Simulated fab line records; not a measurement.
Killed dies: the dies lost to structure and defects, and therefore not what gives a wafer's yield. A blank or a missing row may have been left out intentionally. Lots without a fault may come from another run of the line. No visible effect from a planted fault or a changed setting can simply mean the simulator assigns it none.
Which tool was responsible?    flow nandHarc    24 lots with 72 wafers sampled at 6 steps, on a route of 1302 steps

WHAT THE GAUGES READ, wafer by wafer
NHARC_P_CONTACT_CD_MEAS_12: target cd 90 nm.
lot   measured      on        cdNm (nm)
L075  day 6 10:14   cdSem-01  90.2 89.7 89.7
L074  day 6 10:35   cdSem-02  89.6 90.0 89.8
L076  day 6 22:45   cdSem-02  90.0 89.5 91.3
L077  day 7 08:58   cdSem-03  89.1 89.9 88.5
L078  day 7 14:22   cdSem-02  89.8 88.5 90.0
L079  day 8 00:59   cdSem-02  90.0 90.5 90.1
L080  day 8 10:07   cdSem-03  89.6 89.6 90.4
L081  day 8 16:32   cdSem-02  90.0 89.2 89.6
L082  day 9 03:56   cdSem-02  88.7 89.7 89.9
L083  day 9 16:13   cdSem-02  89.3 90.3 89.4
L084  day 10 04:16  cdSem-01  89.5 89.3 88.9
L085  day 10 11:31  cdSem-03  91.0 91.0 90.7
L086  day 10 17:28  cdSem-02  90.4 89.7 89.9
L087  day 11 21:03  cdSem-03  90.4 89.9 88.9
L089  day 11 22:00  cdSem-02  89.7 90.1 89.9
L088  day 12 00:31  cdSem-03  89.4 89.6 88.7
L090  day 12 17:06  cdSem-03  90.2 89.5 90.9
L091  day 12 21:22  cdSem-03  90.5 91.1 89.1
L092  day 13 08:09  cdSem-03  91.0 91.3 91.6
L093  day 13 16:43  cdSem-01  90.7 90.0 90.9
L094  day 14 11:45  cdSem-02  90.0 89.3 89.1
L095  day 14 16:09  cdSem-02  90.2 90.2 89.8
L096  day 14 21:22  cdSem-01  89.8 89.6 89.5
L097  day 15 11:39  cdSem-03  89.4 88.5 89.4

NHARC_P_CONTACT_INSPECT_14.
lot   measured      on                rawDefectCount
L075  day 6 10:22   defectInspect-02  6 2 5
L074  day 6 10:42   defectInspect-02  1 4 4
L076  day 6 22:53   defectInspect-01  2 4 2
L077  day 7 09:06   defectInspect-02  5 7 8
L078  day 7 14:31   defectInspect-02  3 7 2
L079  day 8 01:07   defectInspect-02  4 2 3
L080  day 8 10:15   defectInspect-01  4 5 2
L081  day 8 16:39   defectInspect-02  3 4 3
L082  day 9 04:04   defectInspect-02  5 6 6
L083  day 9 16:20   defectInspect-01  3 5 7
L084  day 10 04:23  defectInspect-01  3 5 4
L085  day 10 11:39  defectInspect-01  3 4 2
L086  day 10 17:36  defectInspect-02  4 4 5
L087  day 11 21:10  defectInspect-02  8 6 2
L089  day 11 22:08  defectInspect-01  2 8 12
L088  day 12 00:38  defectInspect-02  4 3 3
L090  day 12 17:13  defectInspect-01  2 3 2
L091  day 12 21:29  defectInspect-02  1 1 3
L092  day 13 08:16  defectInspect-02  2 4 2
L093  day 13 16:50  defectInspect-01  0 7 1
L094  day 14 11:53  defectInspect-01  4 2 5
L095  day 14 16:16  defectInspect-02  6 6 5
L096  day 14 21:29  defectInspect-01  4 4 8
L097  day 15 11:46  defectInspect-02  3 4 1

NHARC_P_M0_THK_MEAS_24: measures by xrf.
lot   measured      on            thkNm (nm)
L075  day 6 16:58   filmMetro-01  117.3 116.4 115.6
L074  day 6 17:33   filmMetro-01  119.4 115.8 116.5
L076  day 7 05:29   filmMetro-01  119.1 117.7 119.3
L077  day 7 15:46   filmMetro-01  114.2 117.3 116.4
L078  day 8 02:23   filmMetro-02  118.9 114.9 116.2
L079  day 8 09:11   filmMetro-02  116.5 121.0 116.9
L080  day 8 16:45   filmMetro-02  117.7 116.8 120.7
L081  day 8 23:49   filmMetro-02  117.7 119.8 118.9
L082  day 9 10:35   filmMetro-02  119.1 115.7 120.2
L083  day 9 23:17   filmMetro-01  118.2 117.4 117.2
L084  day 10 10:49  filmMetro-01  118.2 120.7 117.1
L085  day 10 18:17  filmMetro-01  118.5 118.2 117.6
L086  day 11 00:16  filmMetro-01  120.1 119.6 117.0
L087  day 12 03:53  filmMetro-01  118.3 115.1 114.8
L089  day 12 04:43  filmMetro-01  115.8 117.1 116.2
L088  day 12 07:08  filmMetro-02  115.7 114.4 117.5
L090  day 13 00:14  filmMetro-02  117.5 118.7 117.2
L091  day 13 04:28  filmMetro-01  117.7 116.6 116.9
L092  day 13 14:50  filmMetro-02  118.5 117.6 115.9
L093  day 13 23:31  filmMetro-02  118.9 119.5 116.1
L094  day 14 18:28  filmMetro-01  116.6 116.1 117.9
L095  day 14 22:56  filmMetro-01  119.2 117.0 116.6
L096  day 15 03:55  filmMetro-02  121.4 118.3 116.7
L097  day 15 18:26  filmMetro-01  113.6 114.2 114.0

WHICH TOOL RAN EACH LOT (tool, then ch and the chambers of the sampled wafers, then the start)
lot   NHARC_P_GATE_STRIP_95                NHARC_P_M0_PRE_CLEAN_29                 NHARC_P_M0_PVD_21
L075  plasmaAsher-02 ch 0,1, day 6 06:49   pvdSputter-03, day 6 16:58 or earlier   pvdSputter-03, day 6 16:58 or earlier
L074  plasmaAsher-01 ch 0,1, day 6 07:10   pvdSputter-01, day 6 17:33 or earlier   pvdSputter-01, day 6 17:33 or earlier
L076  plasmaAsher-02 ch 0,1, day 6 19:11   pvdSputter-02, day 7 05:29 or earlier   pvdSputter-02, day 7 05:29 or earlier
L077  plasmaAsher-02 ch 0,1, day 7 05:30   pvdSputter-02, day 7 15:46 or earlier   pvdSputter-02, day 7 15:46 or earlier
L078  plasmaAsher-02 ch 1, day 7 10:58     pvdSputter-03, day 8 02:23 or earlier   pvdSputter-03, day 8 02:23 or earlier
L079  plasmaAsher-01 ch 0,1, day 7 20:17   pvdSputter-02, day 8 09:11 or earlier   pvdSputter-02, day 8 09:11 or earlier
L080  plasmaAsher-02 ch 0,1, day 8 06:26   pvdSputter-03, day 8 16:45 or earlier   pvdSputter-03, day 8 16:45 or earlier
L081  plasmaAsher-01 ch 0,1, day 8 13:06   pvdSputter-01, day 8 23:49 or earlier   pvdSputter-01, day 8 23:49 or earlier
L082  plasmaAsher-02 ch 0,1, day 9 00:34   pvdSputter-02, day 9 10:35 or earlier   pvdSputter-02, day 9 10:35 or earlier
L083  plasmaAsher-02 ch 0,1, day 9 12:45   pvdSputter-01, day 9 23:17 or earlier   pvdSputter-01, day 9 23:17 or earlier
L084  plasmaAsher-02 ch 0,1, day 10 00:55  pvdSputter-01, day 10 10:49 or earlier  pvdSputter-01, day 10 10:49 or earlier
L085  plasmaAsher-02 ch 0,1, day 10 08:02  pvdSputter-02, day 10 18:17 or earlier  pvdSputter-02, day 10 18:17 or earlier
L086  plasmaAsher-01 ch 0,1, day 10 13:54  pvdSputter-02, day 11 00:16 or earlier  pvdSputter-02, day 11 00:16 or earlier
L087  plasmaAsher-01 ch 0,1, day 11 17:31  pvdSputter-03, day 12 03:53 or earlier  pvdSputter-03, day 12 03:53 or earlier
L089  plasmaAsher-01 ch 0,1, day 11 18:33  pvdSputter-03, day 12 04:43 or earlier  pvdSputter-03, day 12 04:43 or earlier
L088  plasmaAsher-02 ch 0,1, day 11 21:07  pvdSputter-01, day 12 07:08 or earlier  pvdSputter-01, day 12 07:08 or earlier
L090  plasmaAsher-02 ch 0,1, day 12 13:41  pvdSputter-03, day 13 00:14 or earlier  pvdSputter-03, day 13 00:14 or earlier
L091  plasmaAsher-01 ch 0,1, day 12 17:56  pvdSputter-03, day 13 04:28 or earlier  pvdSputter-03, day 13 04:28 or earlier
L092  plasmaAsher-02 ch 0,1, day 13 04:43  pvdSputter-01, day 13 14:50 or earlier  pvdSputter-01, day 13 14:50 or earlier
L093  plasmaAsher-01 ch 0,1, day 13 13:15  pvdSputter-02, day 13 23:31 or earlier  pvdSputter-02, day 13 23:31 or earlier
L094  plasmaAsher-01 ch 0,1, day 14 08:20  pvdSputter-01, day 14 18:28 or earlier  pvdSputter-01, day 14 18:28 or earlier
L095  plasmaAsher-01 ch 0,1, day 14 12:47  pvdSputter-01, day 14 22:56 or earlier  pvdSputter-01, day 14 22:56 or earlier
L096  plasmaAsher-01 ch 0,1, day 14 18:04  pvdSputter-03, day 15 03:55 or earlier  pvdSputter-03, day 15 03:55 or earlier
L097  plasmaAsher-02 ch 1, day 15 08:10    pvdSputter-01, day 15 18:26 or earlier  pvdSputter-01, day 15 18:26 or earlier
- NHARC_P_GATE_STRIP_95: strips in O2.
- NHARC_P_M0_PRE_CLEAN_29: time 30 s.
- NHARC_P_M0_PVD_21: deposits Cu, target thk 30 nm, time 20.49 s.

AS READ BY THE TOOLS THEMSELVES (means over the sampled wafers that have a number; for cases with no such wafer, the mark the record gives instead)
NHARC_P_GATE_STRIP_95.
lot   tool            drypumpMotorCurrentA (A)  heaterPowerW (W)
L075  plasmaAsher-02  5.2                       339
L074  plasmaAsher-01  5.6                       361
L076  plasmaAsher-02  4.9                       364
L077  plasmaAsher-02  4.9                       364
L078  plasmaAsher-02  4.7                       378
L079  plasmaAsher-01  5.5                       357
L080  plasmaAsher-02  5.1                       343
L081  plasmaAsher-01  5.6                       373
L082  plasmaAsher-02  5.1                       346
L083  plasmaAsher-02  5.2                       347
L084  plasmaAsher-02  5.1                       348
L085  plasmaAsher-02  5.1                       347
L086  plasmaAsher-01  5.6                       374
L087  plasmaAsher-01  5.5                       371
L089  plasmaAsher-01  5.6                       369
L088  plasmaAsher-02  5.1                       341
L090  plasmaAsher-02  4.9                       355
L091  plasmaAsher-01  5.6                       372
L092  plasmaAsher-02  5.2                       335
L093  plasmaAsher-01  5.6                       370
L094  plasmaAsher-01  5.6                       361
L095  plasmaAsher-01  5.6                       355
L096  plasmaAsher-01  5.6                       373
L097  plasmaAsher-02  4.7                       362

NHARC_P_M0_PRE_CLEAN_29.
lot   tool           heaterPowerW (W)
L075  pvdSputter-03  395
L074  pvdSputter-01  402
L076  pvdSputter-02  388
L077  pvdSputter-02  419
L078  pvdSputter-03  456
L079  pvdSputter-02  416
L080  pvdSputter-03  437
L081  pvdSputter-01  404
L082  pvdSputter-02  367
L083  pvdSputter-01  406
L084  pvdSputter-01  403
L085  pvdSputter-02  426
L086  pvdSputter-02  366
L087  pvdSputter-03  409
L089  pvdSputter-03  504
L088  pvdSputter-01  429
L090  pvdSputter-03  432
L091  pvdSputter-03  443
L092  pvdSputter-01  416
L093  pvdSputter-02  349
L094  pvdSputter-01  393
L095  pvdSputter-01  412
L096  pvdSputter-03  425
L097  pvdSputter-01  411

NHARC_P_M0_PVD_21.
lot   tool           chamberPressurePa (Pa)  substrateTempC (C)  throttleValvePct (%)
L075  pvdSputter-03  5.000                   30.06               30.4
L074  pvdSputter-01  5.004                   29.88               30.0
L076  pvdSputter-02  4.999                   30.02               29.6
L077  pvdSputter-02  4.999                   30.07               28.8
L078  pvdSputter-03  5.004                   29.93               30.1
L079  pvdSputter-02  5.001                   30.00               29.5
L080  pvdSputter-03  4.990                   29.96               30.2
L081  pvdSputter-01  5.002                   30.12               30.0
L082  pvdSputter-02  5.004                   30.02               29.9
L083  pvdSputter-01  4.994                   30.03               29.8
L084  pvdSputter-01  5.003                   29.95               30.5
L085  pvdSputter-02  5.004                   29.94               29.5
L086  pvdSputter-02  5.004                   29.98               29.7
L087  pvdSputter-03  4.999                   30.04               30.2
L089  pvdSputter-03  4.998                   30.08               30.6
L088  pvdSputter-01  5.003                   29.92               29.8
L090  pvdSputter-03  4.989                   29.95               30.3
L091  pvdSputter-03  4.990                   30.02               30.5
L092  pvdSputter-01  5.003                   30.09               29.4
L093  pvdSputter-02  5.007                   30.03               30.1
L094  pvdSputter-01  5.009                   30.02               30.2
L095  pvdSputter-01  4.999                   30.07               29.7
L096  pvdSputter-03  4.998                   29.96               30.4
L097  pvdSputter-01  5.002                   29.94               30.0

THE ANSWER, worked out from the rows above alone
Rule: what is usual is taken from the lots themselves. The widest of any qualifying gaps counts: lots, ordered by their means at a reading, are off when they make up no more than a third of the lots, leave a main group of 4 or more, and stand apart from it by 3 or more times the standard deviation of that group's means. A main group is skipped when, at the precision printed for the reading in the tables above, its means are all equal. A lot without any number at a reading at which 4 lots or more have one is off too. Any other lot the step has rows for is counted as sound. Order of review: gauges by route order, followed by the tools' own readings, for which a lot's mean as printed above is used. At the first step where some lot is off, the reading lying furthest off is the one used; lots without a number count as furthest.
No lot is off on any of the readings shown, so nothing can be concluded from this.

WHAT WAS PUT IN BY THE SIMULATOR
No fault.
